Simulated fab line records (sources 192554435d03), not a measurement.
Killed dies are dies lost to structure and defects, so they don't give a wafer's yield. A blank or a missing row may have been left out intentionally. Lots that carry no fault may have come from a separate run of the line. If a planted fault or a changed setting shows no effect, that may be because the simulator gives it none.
Chamber matching ; flow n5 finfet ; N5_GATE_CUT_CMP_43 on cmp-03 has 4 sister chambers
The step polishes SiO2. 8 wafers are shown with their chamber, then 10 later ones without.

## WAFERS WITH THEIR CHAMBER
wafer;chamber;motor current A (A)
L074.6;0;10.7
L077.4;0;10.6
L082.5;1;11.7
L083.3;3;13.0
L083.4;1;11.5
L083.5;3;12.0
L086.1;2;12.7
L086.5;2;11.4

## WAFERS WITH NO CHAMBER GIVEN
wafer;motor current A (A)
L086.6;12.4
L089.3;11.3
L089.4;11.0
L089.6;12.0
L091.3;12.3
L091.5;11.6
L091.6;12.0
L093.3;11.1
L093.4;10.9
L093.6;12.8

## WHICH CHAMBER EACH WENT THROUGH
wafer;from the rows above;in truth
L086.6;can't be placed: 3 or 2 or 1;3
L089.3;can't be placed: 1 or 0 or 2 or 3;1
L089.4;can't be placed: 0 or 1 or 2 or 3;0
L089.6;can't be placed: 2 or 1 or 3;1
L091.3;can't be placed: 3 or 2 or 1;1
L091.5;can't be placed: 1 or 2 or 3 or 0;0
L091.6;can't be placed: 2 or 1 or 3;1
L093.3;can't be placed: 0 or 1 or 2 or 3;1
L093.4;can't be placed: 0 or 1 or 2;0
L093.6;can't be placed: 3 or 2 or 1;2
0 of 10 placed correctly. These rows do not allow placing 10 (true chamber among the candidates in 10). Wrongly placed: 0.
How it was worked out, from the rows above alone: a wafer's distance from a chamber is the root of the sum, over the readings, of the square of ((its reading less the chamber's mean) divided by the reading's scatter). The wafer belongs to the nearest chamber; if the next one is less than 2 further off, it can't be placed. For every chamber, the mean is computed from those of its wafers that are shown. The scatter: take each reading less its chamber's mean, square it, sum over the shown wafers, divide by the number of wafers less the number of chambers, and take the root.
